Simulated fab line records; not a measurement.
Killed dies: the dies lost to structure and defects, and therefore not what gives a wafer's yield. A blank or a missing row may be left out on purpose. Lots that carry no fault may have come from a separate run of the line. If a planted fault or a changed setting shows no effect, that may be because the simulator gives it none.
Chamber matching :: flow n5 finfet :: N5_BEOL_M6_ETCH_72 on rie diel-04: 4 sister chambers
The step etches underlayer in N2/H2, target depth 6.5 nm, time 5.2 s. 8 wafers are shown with their chamber, then 10 later ones without.

== WAFERS, EACH WITH ITS CHAMBER ==
wafer: L085.3
chamber: 2
showerhead plenum p Torr (Torr): 2.43
drypump motor current A (A): 5.3

wafer: L085.6
chamber: 3
showerhead plenum p Torr (Torr): 2.60
drypump motor current A (A): 4.8

wafer: L086.5
chamber: 3
showerhead plenum p Torr (Torr): 2.60
drypump motor current A (A): 4.9

wafer: L089.2
chamber: 0
showerhead plenum p Torr (Torr): 2.49
drypump motor current A (A): 5.4

wafer: L089.5
chamber: 1
showerhead plenum p Torr (Torr): 2.70
drypump motor current A (A): 5.3

wafer: L089.6
chamber: 0
showerhead plenum p Torr (Torr): 2.50
drypump motor current A (A): 5.5

wafer: L088.1
chamber: 1
showerhead plenum p Torr (Torr): 2.70
drypump motor current A (A): 5.3

wafer: L088.3
chamber: 2
showerhead plenum p Torr (Torr): 2.43
drypump motor current A (A): 5.3

== WAFERS WITH NO CHAMBER GIVEN ==
wafer: L088.6
showerhead plenum p Torr (Torr): 2.49
drypump motor current A (A): 5.5

wafer: L094.1
showerhead plenum p Torr (Torr): 2.69
drypump motor current A (A): 5.3

wafer: L094.3
showerhead plenum p Torr (Torr): 2.49
drypump motor current A (A): 5.5

wafer: L094.5
showerhead plenum p Torr (Torr): 2.42
drypump motor current A (A): 5.3

wafer: L095.3
showerhead plenum p Torr (Torr): 2.69
drypump motor current A (A): 5.3

wafer: L095.4
showerhead plenum p Torr (Torr): 2.69
drypump motor current A (A): 5.3

wafer: L095.5
showerhead plenum p Torr (Torr): 2.59
drypump motor current A (A): 4.8

wafer: L096.3
showerhead plenum p Torr (Torr): 2.59
drypump motor current A (A): 4.9

wafer: L096.5
showerhead plenum p Torr (Torr): 2.59
drypump motor current A (A): 4.9

wafer: L096.6
showerhead plenum p Torr (Torr): 2.48
drypump motor current A (A): 5.5

== WHICH CHAMBER EACH ONE RAN IN ==
wafer: L088.6
from the rows above: 0
in truth: 0

wafer: L094.1
from the rows above: 1
in truth: 1

wafer: L094.3
from the rows above: 0
in truth: 0

wafer: L094.5
from the rows above: 2
in truth: 2

wafer: L095.3
from the rows above: 1
in truth: 1

wafer: L095.4
from the rows above: 1
in truth: 1

wafer: L095.5
from the rows above: 3
in truth: 3

wafer: L096.3
from the rows above: 3
in truth: 3

wafer: L096.5
from the rows above: 3
in truth: 3

wafer: L096.6
from the rows above: 0
in truth: 0
Correct placement for 10 of the 10. Left unplaced by these rows: 0. Number placed wrongly: 0.
How it was worked out, from the rows above alone: a wafer's distance from a chamber is the root of the sum, over the readings, of the square of ((its reading less the chamber's mean) divided by the reading's scatter). If the next closest chamber is less than 2 further off than the closest, the wafer can't be placed; otherwise it belongs to the closest. The mean given for a chamber averages the wafers shown for that chamber. How the scatter is found: for the shown wafers, subtract from each reading the mean of its chamber, square and add these, divide the total by (wafers less chambers), then take the root.
